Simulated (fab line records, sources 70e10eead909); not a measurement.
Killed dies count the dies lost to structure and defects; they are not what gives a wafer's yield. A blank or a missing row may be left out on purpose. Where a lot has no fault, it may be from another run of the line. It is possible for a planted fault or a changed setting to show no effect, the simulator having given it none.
fab line records	flow nandHarc
record lots=6	wafers=18	lastDay=33
route steps=1302 shown A_M0@1166 A_M1@1169 END@1302
lots that met no fault: taken from a fault-free run of the same line
startH: start of the lot's first displayed wafer, in hours after the record's first day	waitH: hours since the lot's step before	" identical to the entry in the row above	L1.1+2: one row covering several wafers at once	- no value, or no start was given	* or withheld: withheld	< > ~ a bound
route shown NAME@n: names a module that has steps shown in the file, with the first one's number in the route	usual: mean and standard deviation over wafers with no fault	same: alike in all rows	chamber/n: place in a boat	sites: the reading at each site	_std_site: standard deviation of those values	_edge_site: outer sites' mean less inner sites'	radiusMm: for every site, how far away it sits from the centre of the wafer	mask NAME#n: copy n	behind: the most recent tool/chamber to have shaped the wafer	hold: the reason the lot was held/the length of the hold in hours/how it ended	device: transistor that didn't switch, given as n, p or np	end of line: the route-end tests of the same wafers	for a step that has no rows: nothing shown but its recipe	killed: at the first sort, the dies lost to defects and structure; wafer yield is something else	map: a wafer's dies, marking killed ones x, the rest . and places with no die _
set.NAME: the setting the step ran with; set.NAME@STEP: the setting that earlier step ran with	model.NAME: the simulator's own value behind a step, which no gauge read
lots at some steps of the route; a table a step, a row a wafer
services: a tool's chamber out of use, with start hour (startH, from the record's first day; less than 0 if before it), hours out, and reason
## steps
# step NHARC_A_M0_INSPECT_27
# usual rawDefectCount=561/150
lot.wafer	tool	chamber	startH	waitH	rawDefectCount
L204.1	defectInspect-02	-	523.62	0.0	490
L204.4	"	-	"	"	530
L204.6	"	-	"	"	392
L214.1	defectInspect-02	-	614.93	0.0	343
L214.3	"	-	"	"	352
L214.5	"	-	"	"	381
L221.1	defectInspect-01	-	677.82	0.0	682
L221.5	"	-	"	"	645
L221.6	"	-	"	"	533
L220.2	defectInspect-01	-	694.99	0.0	600
L220.4	"	-	"	"	540
L220.5	"	-	"	"	408
L222.1	defectInspect-02	-	714.12	0.0	648
L222.2	"	-	"	"	660
L222.5	"	-	"	"	489
L226.1	defectInspect-02	-	764.45	0.0	385
L226.3	"	-	"	"	560
L226.4	"	-	"	"	486
# step NHARC_A_M0_PRE_CLEAN_31
# recipe timeS=12	tempC=370	rfPowerW=300	gas=NH3
# usual heaterPowerW=633/65
lot.wafer	tool	chamber	startH	waitH	heaterPowerW
L204.1	pecvd-02	2	523.69	0.1	720
L204.6	"	2	"	"	751
L204.4	"	1	"	"	647
L214.1	pecvd-02	1	614.99	0.1	629
L214.3	"	0	"	"	554
L214.5	"	1	"	"	618
L221.1	pecvd-02	2	677.91	0.1	695
L221.6	"	0	"	"	561
L221.5	"	2	"	"	692
L220.2	pecvd-02	1	695.08	0.1	593
L220.5	"	2	"	"	669
L220.4	"	0	"	"	577
L222.1	pecvd-01	1	714.19	0.1	688
L222.2	"	0	"	"	602
L222.5	"	2	"	"	604
L226.3	pecvd-02	1	764.53	0.1	655
L226.1	"	2	"	"	724
L226.4	"	2	"	"	725
# step NHARC_A_M0_DEP_32
# recipe targetThkA=300	tempC=370	targetThkNm=30	pressureTorr=3	flowSccm=200	rfW=450	material=SiCN
# usual chamberPressureTorr=3.000/0.0069	heaterPowerW=576/65
lot.wafer	tool	chamber	startH	waitH	chamberPressureTorr	heaterPowerW
L204.1	pecvd-02	2	523.77	0.1	2.980	676
L204.6	"	2	"	"	2.993	685
L204.4	"	1	"	"	3.007	581
L214.1	pecvd-02	1	615.07	0.1	2.995	527
L214.3	"	0	"	"	3.004	461
L214.5	"	1	"	"	3.008	543
L221.1	pecvd-02	2	678.07	0.1	3.007	613
L221.6	"	0	"	"	2.993	523
L221.5	"	2	"	"	3.008	611
L220.2	pecvd-02	1	695.22	0.1	2.998	551
L220.5	"	2	"	"	3.000	685
L220.4	"	0	"	"	2.994	541
L222.1	pecvd-01	1	714.27	0.1	2.991	660
L222.2	"	0	"	"	2.993	561
L222.5	"	2	"	"	2.998	545
L226.3	pecvd-02	1	764.63	0.1	2.995	520
L226.1	"	2	"	"	2.993	662
L226.4	"	2	"	"	2.997	634
# step NHARC_A_M1_DEP_00
# recipe targetThkA=1825	targetThkNm=182.5	tempC=withheld	pressureTorr=5	flowSccm=200	rfW=600	material=SiOC
# step NHARC_A_M1_DEHYDRATE_01
# recipe tempC=150	timeS=120
# step NHARC_A_M1_HMDS_02
# recipe timeS=30
# step NHARC_A_M1_COAT_34
# recipe tempC=200	timeS=65
# step NHARC_A_M1_COAT_03
# recipe spinRpm=1500	resistThkNm=90
# step NHARC_A_M1_SOFTBAKE_04
# recipe tempC=105	timeS=55
# step NHARC_A_M1_EBR_05
# step NHARC_A_M1_EXPOSE_06
# recipe na=1.35	targetCdNm=120	doseMj=75.13	maskId=A_M1
# step NHARC_A_M1_PEB_07
# recipe pebTempC=100	pebTimeS=65
lot.wafer	tool	chamber	startH	waitH
L204.1+4+6	lithoTrack-01	0	524.94	0.1
L214.1+3+5	lithoTrack-04	0	616.22	0.1
L221.1+5+6	lithoTrack-01	0	679.30	0.1
L220.2+4+5	lithoTrack-04	0	696.29	0.1
L222.1+2+5	lithoTrack-04	0	715.45	0.1
L226.1+3+4	lithoTrack-01	0	765.73	0.1
# step NHARC_A_M1_DEVELOP_08
# recipe developTimeS=35	devTempC=23
# step NHARC_A_M1_CD_MEAS_09
# recipe targetCdNm=120	landingEnergyEv=500
# usual cdNm=119.9/0.52
# same landingEnergyEv=500
lot.wafer	tool	chamber	startH	waitH	cdNm
L204.1	cdSem-01	0	525.01	-	119.3
L204.4	"	0	"	"	119.6
L204.6	"	0	"	"	119.2
L214.1	cdSem-02	0	616.30	-	121.3
L214.3	"	0	"	"	121.2
L214.5	"	0	"	"	121.1
L221.1	cdSem-02	0	679.38	-	120.4
L221.5	"	0	"	"	120.1
L221.6	"	0	"	"	120.8
L220.2	cdSem-01	0	696.37	-	119.6
L220.4	"	0	"	"	119.7
L220.5	"	0	"	"	124.5
L222.1	cdSem-02	0	715.52	-	120.1
L222.2	"	0	"	"	119.6
L222.5	"	0	"	"	123.4
L226.1	cdSem-01	0	765.81	-	119.5
L226.3	"	0	"	"	120.5
L226.4	"	0	"	"	120.0
# step NHARC_A_M1_OVL_MEAS_10
# recipe pitchNm=240
# usual overlayXNm=0.2/0.83	overlayYNm=-0.1/0.71
lot.wafer	tool	chamber	startH	waitH	overlayXNm	overlayYNm
L204.1	overlay-01	-	525.10	-	0.7	-1.7
L204.4	"	-	"	"	0.8	-1.2
L204.6	"	-	"	"	0.6	-1.2
L214.1	overlay-02	-	616.39	-	0.1	0.5
L214.3	"	-	"	"	-0.2	1.0
L214.5	"	-	"	"	0.3	0.5
L221.1	overlay-02	-	679.46	-	-0.2	1.0
L221.5	"	-	"	"	-0.2	0.9
L221.6	"	-	"	"	-0.4	1.0
L220.2	overlay-01	-	696.46	-	0.1	-0.9
L220.4	"	-	"	"	0.5	-1.1
L220.5	"	-	"	"	1.1	-0.5
L222.1	overlay-02	-	715.61	-	0.4	-1.3
L222.2	"	-	"	"	0.4	-0.9
L222.5	"	-	"	"	0.5	-0.7
L226.1	overlay-01	-	765.90	-	-1.3	0.7
L226.3	"	-	"	"	-1.3	0.3
L226.4	"	-	"	"	-1.3	0.6
# step NHARC_A_M1_INSPECT_11
# usual rawDefectCount=87/28
lot.wafer	tool	chamber	startH	waitH	rawDefectCount
L204.1	defectInspect-02	-	525.14	0.0	77
L204.4	"	-	"	"	73
L204.6	"	-	"	"	73
L214.1	defectInspect-01	-	616.43	0.0	73
L214.3	"	-	"	"	72
L214.5	"	-	"	"	62
L221.1	defectInspect-01	-	679.50	0.0	123
L221.5	"	-	"	"	101
L221.6	"	-	"	"	99
L220.2	defectInspect-02	-	696.49	0.0	130
L220.4	"	-	"	"	112
L220.5	"	-	"	"	95
L222.1	defectInspect-02	-	715.65	0.0	61
L222.2	"	-	"	"	78
L222.5	"	-	"	"	67
L226.1	defectInspect-01	-	765.94	0.0	80
L226.3	"	-	"	"	98
L226.4	"	-	"	"	75
# step NHARC_A_M1_DESCUM_14
# recipe timeS=3	o2FlowSccm=200	arFlowSccm=0	biasPowerW=0	chemistry=O2
# usual drypumpMotorCurrentA=5.7/0.42	oesProductAu=1.000/0.0073	rfVppV=57.8/0.82	showerheadPlenumPTorr=1.91/0.06	throttleValvePct=11.310/0.0082
lot.wafer	tool	chamber	startH	waitH	drypumpMotorCurrentA	oesProductAu	rfHoursCounterH	rfVppV	showerheadPlenumPTorr	throttleValvePct	model.A_M1.cdNm
L204.1	rieDiel-08	2	525.21	0.1	5.6	0.997	4.7	57.0	1.87	11.314	119.5
L204.4	"	0	"	"	6.2	0.994	4.5	57.1	1.90	11.315	119.5
L204.6	"	2	"	"	5.6	1.000	-	58.2	1.87	11.314	118.8
L214.1	rieDiel-08	1	616.49	0.1	5.5	1.004	1.4	57.6	1.85	11.314	121.2
L214.3	"	1	"	"	5.5	1.003	-	57.0	1.85	11.311	121.2
L214.5	"	1	"	"	5.5	0.995	-	57.0	1.85	11.316	121.2
L221.1	rieDiel-05	2	679.58	0.1	6.6	1.011	4.8	58.1	1.91	11.303	120.9
L221.5	"	0	"	"	5.8	1.025	-	56.8	1.95	11.308	119.7
L221.6	"	1	"	"	6.5	1.011	-	57.1	1.94	11.302	120.4
L220.2	rieDiel-08	3	696.55	0.1	5.1	1.009	4.6	58.2	1.91	11.309	119.6
L220.4	"	1	"	"	5.5	1.006	4.1	57.3	1.85	11.329	120.2
L220.5	"	3	"	"	5.1	1.003	-	58.2	1.91	11.304	124.7
L222.1	rieDiel-13	0	715.71	0.1	5.4	0.998	0.5	57.3	1.80	11.313	120
L222.2	"	2	"	"	6.2	0.986	0.4	58.7	1.99	11.308	119.4
L222.5	"	0	"	"	5.4	0.995	-	57.2	1.80	11.300	123.8
L226.3	rieDiel-13	0	766.00	0.1	5.4	1.008	3.1	59.0	1.80	11.310	120.1
L226.1	"	1	"	"	6.1	1.010	2.7	59.3	1.90	11.315	119.5
L226.4	"	3	"	"	5.4	0.995	3.5	57.1	1.96	11.287	120.4
# step NHARC_A_M1_ETCH_35
# recipe targetDepthA=400	overetchA=120	timeS=43.94	ionEnergyEv=200	n2FlowSccm=150	h2FlowSccm=150	arFlowSccm=0	rfW=400	biasW=150	chemistry=N2/H2
# usual drypumpMotorCurrentA=5.7/0.41	oesProductAu=1.000/0.0072	rfVppV=430.3/2	showerheadPlenumPTorr=2.03/0.068	throttleValvePct=14.172/0.0085
lot.wafer	tool	chamber	startH	waitH	drypumpMotorCurrentA	oesProductAu	rfHoursCounterH	rfVppV	showerheadPlenumPTorr	throttleValvePct
L204.4	rieDiel-08	0	525.29	0.1	6.1	1.013	4.5	431.2	2.03	14.174
L204.1	"	3	"	"	5.1	0.997	4.8	431.9	2.04	14.158
L204.6	"	1	"	"	5.5	0.994	-	427.6	1.97	14.172
L214.1	rieDiel-08	3	616.64	0.1	5.1	0.994	1.3	430.5	2.04	14.171
L214.3	"	1	"	"	5.5	0.985	-	427.3	1.97	14.163
L214.5	"	1	"	"	5.5	0.990	-	428.5	1.97	14.171
L221.1	rieDiel-05	1	679.66	0.1	6.5	1.010	4.3	431.9	2.07	14.174
L221.5	"	3	"	"	6.0	0.994	-	434.9	2.17	14.164
L221.6	"	0	"	"	5.8	1.016	-	431.3	2.08	14.170
L220.4	rieDiel-08	1	696.64	0.1	5.5	0.994	4.1	429.1	1.97	14.181
L220.2	"	2	"	"	5.6	1.000	4.0	429.4	1.99	14.175
L220.5	"	1	"	"	5.5	0.996	-	427.3	1.97	14.170
L222.1	rieDiel-13	3	715.80	0.1	5.5	0.997	0.4	433.2	2.09	14.174
L222.2	"	0	"	"	5.4	0.997	0.5	427.1	1.92	14.174
L222.5	"	2	"	"	6.2	0.994	-	432.2	2.13	14.168
L226.1	rieDiel-13	1	766.08	0.1	6.1	1.005	2.7	429.5	2.02	14.166
L226.3	"	2	"	"	6.2	0.995	3.1	433.2	2.13	14.162
L226.4	"	3	"	"	5.4	1.001	3.5	429.2	2.09	14.173
# step NHARC_A_M1_ETCH_15
# recipe targetDepthA=1825	timeS=91.2	c4f8FlowSccm=withheld	arFlowSccm=400	rfW=600	biasW=300	chemistry=C4F8/Ar
# usual oesProductAu=0.957/0.022	rfVppV=440.5/2
lot.wafer	tool	chamber	startH	waitH	oesProductAu	rfHoursCounterH	rfVppV
L204.4	rieDiel-08	2	-	-	0.921	4.7	440.2
L204.1	"	3	"	"	0.912	4.8	441.1
L204.6	"	0	"	"	0.921	-	440.5
L214.1	rieDiel-08	3	616.75	0.1	0.949	1.4	440.2
L214.3	"	3	"	"	0.954	-	441.0
L214.5	"	1	"	"	0.941	-	438.2
L221.1	rieDiel-05	2	-	-	0.927	4.8	442.6
L221.5	"	2	"	"	0.928	-	442.2
L221.6	"	3	"	"	0.927	-	444.8
L220.2	rieDiel-08	0	-	-	0.969	3.6	440.5
L220.4	"	3	"	"	0.971	4.6	439.7
L220.5	"	1	"	"	0.969	-	439.5
L222.1	rieDiel-13	2	-	-	0.987	0.4	442.2
L222.2	"	3	"	"	0.968	0.4	442.4
L222.5	"	3	"	"	0.974	-	441.4
L226.3	rieDiel-13	1	-	-	0.966	2.8	440.7
L226.4	"	2	"	"	0.965	3.2	442.3
L226.1	"	3	"	"	0.967	3.5	442.1
# step NHARC_A_M1_CD_MEAS_16
# usual cdNm=119.9/0.66
lot.wafer	tool	chamber	startH	waitH	cdNm
L204.1	cdSem-02	-	525.50	-	119.2
L204.4	"	-	"	"	119.3
L204.6	"	-	"	"	118.2
L214.1	cdSem-03	-	616.93	0.2	120.8
L214.3	"	-	"	"	121.4
L214.5	"	-	"	"	121.4
L221.1	cdSem-02	-	679.87	-	121.0
L221.5	"	-	"	"	119.7
L221.6	"	-	"	"	120.5
L220.2	cdSem-02	-	696.86	-	119.7
L220.4	"	-	"	"	120.1
L220.5	"	-	"	"	124.6
L222.1	cdSem-03	-	716.01	-	120.8
L222.2	"	-	"	"	119.4
L222.5	"	-	"	"	123.5
L226.1	cdSem-03	-	766.30	-	119.0
L226.3	"	-	"	"	120.1
L226.4	"	-	"	"	120.7
# step NHARC_A_M1_STRIP_18
# recipe powerW=1000	n2FlowSccm=150	h2FlowSccm=150	arFlowSccm=0	biasW=0	chemistry=N2/H2
# usual drypumpMotorCurrentA=5.9/0.44	oesProductAu=1.002/0.0075	powerW=999.8/2.8	rfVppV=90.7/0.9	showerheadPlenumPTorr=2.04/0.067	throttleValvePct=14.171/0.0092
lot.wafer	tool	chamber	startH	waitH	drypumpMotorCurrentA	oesProductAu	powerW	rfHoursCounterH	rfVppV	showerheadPlenumPTorr	throttleValvePct
L204.1	rieDiel-05	3	525.58	0.1	6.0	0.993	1003.5	4.9	92.0	2.18	14.160
L204.4	"	1	"	"	6.6	1.000	1005.6	4.6	91.4	2.07	14.180
L204.6	"	0	"	"	5.8	1.002	1003.9	-	90.5	2.08	14.168
L214.1	rieDiel-13	1	617.03	0.1	6.1	1.007	1001.8	4.9	90.0	2.03	14.176
L214.3	"	2	"	"	6.2	0.999	1001.2	4.4	92.1	2.13	14.168
L214.5	"	0	"	"	5.4	0.997	999.0	-	89.3	1.92	14.175
L221.1	rieDiel-05	3	679.94	0.1	6.0	1.005	997.4	4.6	91.3	2.17	14.159
L221.5	"	3	"	"	6.0	1.012	999.8	-	91.2	2.17	14.166
L221.6	"	0	"	"	5.8	1.022	997.7	-	91.5	2.08	14.169
L220.2	rieDiel-08	3	696.93	0.1	5.1	1.000	1000.5	4.6	89.6	2.04	14.174
L220.4	"	1	"	"	5.5	0.997	997.9	4.2	88.6	1.97	14.162
L220.5	"	3	"	"	5.1	0.997	997.5	-	90.0	2.03	14.183
L222.2	rieDiel-08	2	716.09	0.1	5.6	1.010	999.0	4.7	90.8	1.99	14.182
L222.1	"	1	"	"	5.5	0.989	1000.0	4.9	90.1	1.97	14.175
L222.5	"	2	"	"	5.6	0.999	1001.9	-	89.9	1.99	14.183
L226.3	rieDiel-08	1	766.38	0.1	5.5	1.000	997.6	1.4	91.6	1.97	14.174
L226.1	"	2	"	"	5.6	1.004	1006.2	1.2	91.2	1.99	14.175
L226.4	"	0	"	"	6.2	0.994	999.0	0.7	90.1	2.03	14.152
# step NHARC_A_M1_ETCH_28
# recipe targetDepthA=300	overEtchFrac=0.3	timeS=72.99	ionEnergyEv=150	cf4FlowSccm=50	n2FlowSccm=100	arFlowSccm=150	rfW=300	biasW=100	chemistry=CF4/N2
# usual drypumpMotorCurrentA=5.9/0.45	oesProductAu=1.003/0.0069	rfVppV=314.3/1.6	showerheadPlenumPTorr=2.63/0.077	throttleValvePct=19.794/0.01
lot.wafer	tool	chamber	startH	waitH	drypumpMotorCurrentA	oesProductAu	rfHoursCounterH	rfVppV	showerheadPlenumPTorr	throttleValvePct	model.A_M1.cdNm
L204.1	rieDiel-05	0	-	-	5.8	1.009	5.3	314.8	2.67	19.792	118.8
L204.4	"	2	"	"	6.6	1.014	5.2	314.9	2.63	19.800	119.1
L204.6	"	0	"	"	5.8	1.012	-	315.9	2.67	19.796	118.6
L214.3	rieDiel-13	2	-	-	6.2	1.009	4.4	316.8	2.73	19.805	121.1
L214.1	"	3	"	"	5.5	0.988	4.8	316.5	2.69	19.792	121
L214.5	"	1	"	"	6.1	1.006	-	315.2	2.61	19.811	121.2
L221.1	rieDiel-05	3	-	-	6.0	1.005	4.7	317.8	2.78	19.795	121
L221.6	"	2	"	"	6.6	1.004	-	314.5	2.63	19.790	120.6
L221.5	"	3	"	"	6.0	0.996	-	316.6	2.78	19.805	119.9
L220.2	rieDiel-08	1	-	-	5.5	1.000	4.2	312.0	2.55	19.770	118.7
L220.4	"	2	"	"	5.6	1.007	4.1	313.3	2.57	19.787	119.6
L220.5	"	1	"	"	5.4	0.998	-	311.2	2.55	19.793	123.7
L222.2	rieDiel-08	3	-	-	5.1	1.006	5.3	313.9	2.62	19.797	120.1
L222.1	"	0	"	"	6.2	0.999	4.2	315.2	2.61	19.791	120.3
L222.5	"	2	"	"	5.6	1.011	-	313.9	2.57	19.813	124.1
L226.1	rieDiel-08	0	-	-	6.2	1.006	0.7	311.8	2.61	19.786	118.9
L226.3	"	1	"	"	5.5	1.008	1.5	311.0	2.55	19.790	120.2
L226.4	"	2	"	"	5.6	1.002	1.3	312.4	2.57	19.793	120.7
# step NHARC_A_M1_STRIP_19
# recipe timeS=600	tempC=30	chemistry=postEtchResidueRemover
# step NHARC_END_SORT_01
# recipe tempC=25
# usual defectLimitedYield=90.1/2.4	killedAtArray=62/16	killedAtOther=0.8/1.1	killedAtPeriphery=4/3.2	killedDies=67/16	killedOpen=3.5/1.9	killedShort=2.1/1.5
# same grossDies=677
lot.wafer	tool	chamber	startH	waitH	defectLimitedYield[%]	killedAtArray	killedAtOther	killedAtPeriphery	killedDies	killedOpen	killedShort
L204.1	prober-02	0	559.98	2.5	90.3	64	2	0	66	5	2
L204.4	prober-02	0	562.39	3.4	90.8	59	1	2	62	1	1
L204.6	prober-02	0	564.00	4.0	91.4	57	0	1	58	2	1
L214.1	prober-02	0	649.21	2.5	90.4	60	1	4	65	3	0
L214.3	prober-02	0	650.84	3.1	92.5	45	2	4	51	4	2
L214.5	prober-02	0	652.47	3.8	92.3	46	4	2	52	5	1
L220.2	prober-01	0	733.04	2.8	85.7	89	0	8	97	4	0
L220.4	prober-01	0	734.65	3.4	87.7	75	3	5	83	4	0
L220.5	prober-01	0	735.45	3.7	89.7	62	4	4	70	1	0
L222.1	prober-01	0	756.21	2.5	92.5	47	1	3	51	5	2
L222.2	prober-01	0	757.01	2.8	90.0	62	0	6	68	8	1
L222.5	prober-01	0	759.41	3.7	91.6	55	0	2	57	2	2
# killed by level:class
L204.1 A_CHANNEL_HOLE_D2:chamberFilmFlake=34 A_CHANNEL_HOLE_D1:chamberFilmFlake=5 A_WL_FILL:chamberFilmFlake=5 A_DECK1_JOINT:chamberFilmFlake=4 A_CONTACT:chamberFilmFlake=4 A_STAIRCASE:chamberFilmFlake=3 A_BLC:chamberFilmFlake=2 A_CHANNEL_FILL_D1:geometricParticle:open=1
L204.4 A_CHANNEL_HOLE_D2:chamberFilmFlake=38 A_WL_FILL:chamberFilmFlake=6 A_CONTACT:chamberFilmFlake=6 A_STAIRCASE:chamberFilmFlake=3 A_CHANNEL_HOLE_D1:chamberFilmFlake=2 A_DECK1_JOINT:geometricParticle:short=1 A_CONTACT:geometricParticle:open=1 P_ZERO_WELL:chamberFilmFlake=1
L204.6 A_CHANNEL_HOLE_D2:chamberFilmFlake=33 A_CONTACT:chamberFilmFlake=6 A_STAIRCASE:chamberFilmFlake=4 A_WL_FILL:chamberFilmFlake=4 A_ZERO_WELL:chamberFilmFlake=2 A_DECK1_JOINT:chamberFilmFlake=2 A_BLC:chamberFilmFlake=2 A_CHANNEL_FILL_D1:geometricParticle:open=1
L214.1 A_SLIT:chamberFilmFlake=31 A_CHANNEL_HOLE_D2:chamberFilmFlake=16 A_CHANNEL_HOLE_D1:chamberFilmFlake=6 A_CONTACT:chamberFilmFlake=3 A_ONON_D2:geometricParticle:open=2 P_GATE:chamberFilmFlake=2 P_M1:geometricParticle:open=1 P_ZERO_WELL:chamberFilmFlake=1
L214.3 A_SLIT:chamberFilmFlake=23 A_CHANNEL_HOLE_D2:chamberFilmFlake=8 A_CHANNEL_HOLE_D1:chamberFilmFlake=5 P_STI:chamberFilmFlake=2 THIN_TSV:chamberFilmFlake=2 A_CHANNEL_HOLE_D1:geometricParticle:short=1 A_CHANNEL_FILL_D1:geometricParticle:open=1 A_CHANNEL_FILL_D1:geometricParticle:short=1
L214.5 A_SLIT:chamberFilmFlake=27 A_CHANNEL_HOLE_D2:chamberFilmFlake=8 THIN_TSV:chamberFilmFlake=4 A_CONTACT:chamberFilmFlake=3 A_M0:geometricParticle:open=2 P_CONTACT:geometricParticle:open=1 A_ONON_D1:geometricParticle:open=1 A_DECK1_JOINT:geometricParticle:short=1
L220.2 A_CHANNEL_HOLE_D1:chamberFilmFlake=41 A_SLIT:chamberFilmFlake=34 P_CONTACT:chamberFilmFlake=5 A_BLC:chamberFilmFlake=5 P_GATE:chamberFilmFlake=2 A_DECK1_JOINT:chamberFilmFlake=2 P_GATE:geometricParticle:open=1 A_DECK1_JOINT:geometricParticle:open=1
L220.4 A_SLIT:chamberFilmFlake=38 A_CHANNEL_HOLE_D1:chamberFilmFlake=30 P_CONTACT:chamberFilmFlake=4 A_DECK1_JOINT:geometricParticle:open=2 A_CONTACT:chamberFilmFlake=2 THIN_TSV:chamberFilmFlake=2 P_CONTACT:geometricParticle:open=1 STARTING-WAFER:geometricParticle:open=1
L220.5 A_SLIT:chamberFilmFlake=32 A_CHANNEL_HOLE_D1:chamberFilmFlake=22 THIN_TSV:chamberFilmFlake=4 A_BLC:chamberFilmFlake=3 P_CONTACT:chamberFilmFlake=2 A_WL_FILL:chamberFilmFlake=2 P_CONTACT:geometricParticle:open=1 P_GATE:chamberFilmFlake=1
L222.1 A_CHANNEL_HOLE_D2:chamberFilmFlake=17 A_CHANNEL_HOLE_D1:chamberFilmFlake=11 A_SLIT:chamberFilmFlake=8 A_CONTACT:chamberFilmFlake=5 A_STAIRCASE:chamberFilmFlake=2 P_M1:geometricParticle:open=1 P_M2:geometricParticle:open=1 A_ONON_D1:geometricParticle:short=1
L222.2 A_CHANNEL_HOLE_D2:chamberFilmFlake=28 A_CHANNEL_HOLE_D1:chamberFilmFlake=10 A_SLIT:chamberFilmFlake=7 A_CONTACT:chamberFilmFlake=5 A_M0:geometricParticle:open=2 P_CONTACT:chamberFilmFlake=2 A_DECK1_JOINT:chamberFilmFlake=2 A_STAIRCASE:chamberFilmFlake=2
L222.5 A_CHANNEL_HOLE_D2:chamberFilmFlake=29 A_CHANNEL_HOLE_D1:chamberFilmFlake=12 A_CONTACT:chamberFilmFlake=5 A_SLIT:chamberFilmFlake=4 A_M0:geometricParticle:open=2 A_STAIRCASE:chamberFilmFlake=2 P_CONTACT:geometricParticle:short=1 A_CHANNEL_FILL_D2:geometricParticle:short=1
## services
tool	chamber	startH	hours	kind
pecvd-02	2	503.27	3.4	repair
rieDiel-05	2	503.80	13.0	repair
rieDiel-13	-	519.31	9.0	pm
rieDiel-08	-	544.80	9.0	pm
rieDiel-13	3	545.48	4.0	repair
rieDiel-13	2	555.06	7.5	repair
pecvd-02	0	555.87	21.5	repair
rieDiel-05	-	583.62	9.0	pm
pecvd-02	-	589.04	13.0	pm
rieDiel-05	-	593.27	6.7	repair
rieDiel-08	2	606.43	14.8	repair
rieDiel-05	-	609.26	15.1	repair
rieDiel-08	0	615.90	8.1	repair
rieDiel-08	1	623.59	8.9	repair
pecvd-02	0	661.47	5.9	repair
rieDiel-05	2	668.37	4.2	repair
pecvd-02	1	673.41	16.3	repair
rieDiel-13	-	696.31	9.0	pm
rieDiel-08	2	703.81	1.7	repair
rieDiel-08	-	721.80	9.0	pm
rieDiel-13	-	739.10	0.7	repair
rieDiel-08	0	740.52	8.9	repair
rieDiel-05	1	745.48	2.5	repair
rieDiel-05	3	748.29	3.1	repair
## key
firstSign step=NHARC_A_M1_CD_MEAS_09	reading=cdNm	direction=up	sigmas=7.8	usual=119.9	struck=123.9
effect step=NHARC_A_M1_CD_MEAS_16	reading=cdNm	direction=up	sigmas=6.3	usual=119.9	struck=124.1
modelEffect step=NHARC_A_M1_DESCUM_14	value=A_M1.cdNm	without=120.2	struck=124.2
modelEffect step=NHARC_A_M1_ETCH_28	value=A_M1.cdNm	without=119.9	struck=123.9
metAt NHARC_A_M1_PEB_07
struckWafers L220.5,L222.5
onsetBetween 616.22 696.29
fault kind=processParameterDrift	tool=lithoTrack-04	chamber=-	onsetH=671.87	steps=NHARC_A_M1_PEB_07	channel=pebTimeS	offset=*	shape=step	endH=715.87	scope=struckWafersOnly	actsIn=*	stated=*
